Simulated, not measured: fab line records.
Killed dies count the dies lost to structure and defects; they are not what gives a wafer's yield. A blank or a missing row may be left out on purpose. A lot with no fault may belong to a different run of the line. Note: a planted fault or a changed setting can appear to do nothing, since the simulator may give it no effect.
What tool caused it? ; flow n5_finfet ; 9 lots, 27 wafers sampled, at 3 steps of a route of 1938

== WHAT EACH GAUGE READ, for each wafer ==
N5_BEOL_M4_RC_MEAS_101.
lot;measured;on;DIBL_N (mV/V);DIBL_P (mV/V);IOFF_N (nA/um);IOFF_P (nA/um);ION_N (uA/um);ION_P (uA/um);SS_N (mV/dec);SS_P (mV/dec);VT_N (mV);VT_P (mV)
L689;day 8 08:34;prober-01;33.3 35.6 36.5;33.5 36.3 36.6;0.137 0.173 0.191;0.185 0.222 0.233;679 691 693;470 471 477;70.5 71.4 72.2;73.2 73.4 73.1;251.1 247.4 246.9;-248.6 -246.7 -245.7
L691;day 8 10:38;prober-01;36.1 33.8 35.9;36.1 33.9 36.0;0.164 0.140 0.167;0.235 0.190 0.228;669 677 660;464 470 462;71.8 71.4 72.2;73.6 72.2 74.4;247.7 251.1 247.7;-247.4 -251.2 -248.1
L695;day 9 08:15;prober-01;37.2 37.3 36.8;38.9 39.0 38.0;0.174 0.169 0.164;0.232 0.236 0.217;686 686 679;470 474 458;71.9 71.9 71.8;74.4 74.0 73.7;248.2 248.1 249.1;-249.4 -250.4 -251.1
L699;day 10 12:46;prober-01;36.2 36.6 36.1;35.7 35.4 35.1;0.160 0.160 0.150;0.229 0.233 0.229;659 665 661;450 464 458;72.8 71.9 71.8;72.8 73.5 73.0;250.3 251.0 251.0;-247.6 -246.4 -246.5
L701;day 11 01:03;prober-02;36.9 39.5 36.4;36.2 39.9 36.4;0.154 0.221 0.158;0.235 0.302 0.239;662 689 690;463 479 473;71.2 71.5 72.1;72.6 73.6 72.4;250.8 242.6 247.0;-246.5 -245.0 -247.0
L709;day 12 22:53;prober-02;39.7 38.4 36.9;38.9 37.6 35.6;0.181 0.163 0.139;0.247 0.224 0.201;675 681 684;457 466 471;72.4 71.9 72.0;74.0 72.7 72.5;249.7 249.6 251.3;-246.9 -248.6 -249.3
L710;day 13 15:43;prober-01;38.5 37.8 38.0;37.4 36.8 36.3;0.169 0.157 0.160;0.240 0.241 0.234;682 660 666;472 463 460;71.6 72.0 71.7;74.0 74.0 73.9;249.8 250.4 249.1;-248.0 -248.8 -248.1
L711;day 13 21:12;prober-01;35.9 35.2 35.2;35.9 35.6 35.6;0.162 0.155 0.155;0.202 0.196 0.192;665 680 687;453 465 464;71.4 71.6 70.9;73.7 74.0 74.0;252.5 249.2 250.3;-249.9 -249.9 -248.8
L712;day 13 22:56;prober-02;36.5 36.8 36.4;37.6 37.6 38.0;0.158 0.148 0.161;0.223 0.227 0.230;681 655 679;473 462 478;71.0 71.7 71.5;73.7 73.4 73.2;249.6 254.4 250.5;-246.7 -250.3 -249.6

N5_PASSIVATION_CD_MEAS_30: target cd 4000 nm.
lot;measured;on;cd_nm (nm)
L689;day 12 18:58;cd_sem-01;4000.5 4001.4 4002.0
L691;day 12 17:53;cd_sem-03;4000.4 3998.7 3999.4
L695;day 13 10:30;cd_sem-02;4000.8 4001.0 3999.1
L699;day 14 18:48;cd_sem-03;4000.0 4001.2 4000.2
L701;day 14 22:47;cd_sem-03;3999.6 4002.0 3997.5
L709;day 16 23:13;cd_sem-03;3998.2 3997.8 3998.8
L710;day 17 15:02;cd_sem-03;3999.6 3997.8 3998.0
L711;day 17 20:00;cd_sem-03;4002.9 4003.5 4001.8
L712;day 17 23:25;cd_sem-03;4000.8 3998.4 4000.7

== WHICH TOOL RAN EACH LOT (tool, then ch and the chambers of the sampled wafers, then the start) ==
lot;N5_PASSIVATION_STRIP_14
L689;rie_diel-06 ch 0,2,3, day 12 17:10
L691;rie_diel-01 ch 0,1, day 12 16:55
L695;rie_diel-01 ch 0,2,3, day 13 09:16
L699;rie_diel-01 ch 0,2, day 14 17:35
L701;rie_diel-06 ch 0,2,3, day 14 21:25
L709;rie_diel-01 ch 0,2,3, day 16 21:49
L710;rie_diel-01 ch 1,2, day 17 14:01
L711;rie_diel-01 ch 0,1,2, day 17 18:16
L712;rie_diel-01 ch 0,2,3, day 17 21:06
- N5_PASSIVATION_STRIP_14: strips in O2.

== WHAT THE TOOLS THEMSELVES READ (means of the sampled wafers that have a number; where no wafer has one, the mark that the record gives instead) ==
N5_PASSIVATION_STRIP_14.
lot;tool;drypump_motor_current_A (A);oes_product_au (a.u.);rf_vpp_V (V);showerhead_plenum_p_Torr (Torr);throttle_valve_pct (%)
L689;rie_diel-06;5.8;0.79;3.8;2.10;16.63
L691;rie_diel-01;5.6;0.80;3.4;2.19;16.58
L695;rie_diel-01;5.9;0.83;4.2;2.11;16.54
L699;rie_diel-01;6.3;0.78;4.4;2.15;16.60
L701;rie_diel-06;5.9;0.77;4.3;2.10;16.65
L709;rie_diel-01;5.9;0.79;3.3;2.10;16.59
L710;rie_diel-01;5.3;0.84;3.3;2.16;16.55
L711;rie_diel-01;5.7;0.80;3.8;2.16;16.63
L712;rie_diel-01;5.9;0.78;4.2;2.10;16.60

== THE ANSWER, worked out from the rows above alone ==
Rule: the usual values come from the lots themselves. The widest of any qualifying gaps counts: lots, ordered by their means at a reading, are off when they make up no more than a third of the lots, leave a main group of 4 or more, and stand apart from it by 3 or more times the standard deviation of that group's means. A main group is skipped when, at the precision printed for the reading in the tables above, its means are all equal. A lot without any number at a reading at which 4 lots or more have one is off too. Any other lot the step has rows for is counted as sound. First the gauges in route order, then the tools' own readings, where a lot's mean is used as printed above. The first step at which some lot is off is used, and at that step the reading that is off furthest; a lot without a number counts as furthest.
Across all readings shown, no lot is off: no conclusion can be drawn from this.

== WHAT WAS PUT IN BY THE SIMULATOR ==
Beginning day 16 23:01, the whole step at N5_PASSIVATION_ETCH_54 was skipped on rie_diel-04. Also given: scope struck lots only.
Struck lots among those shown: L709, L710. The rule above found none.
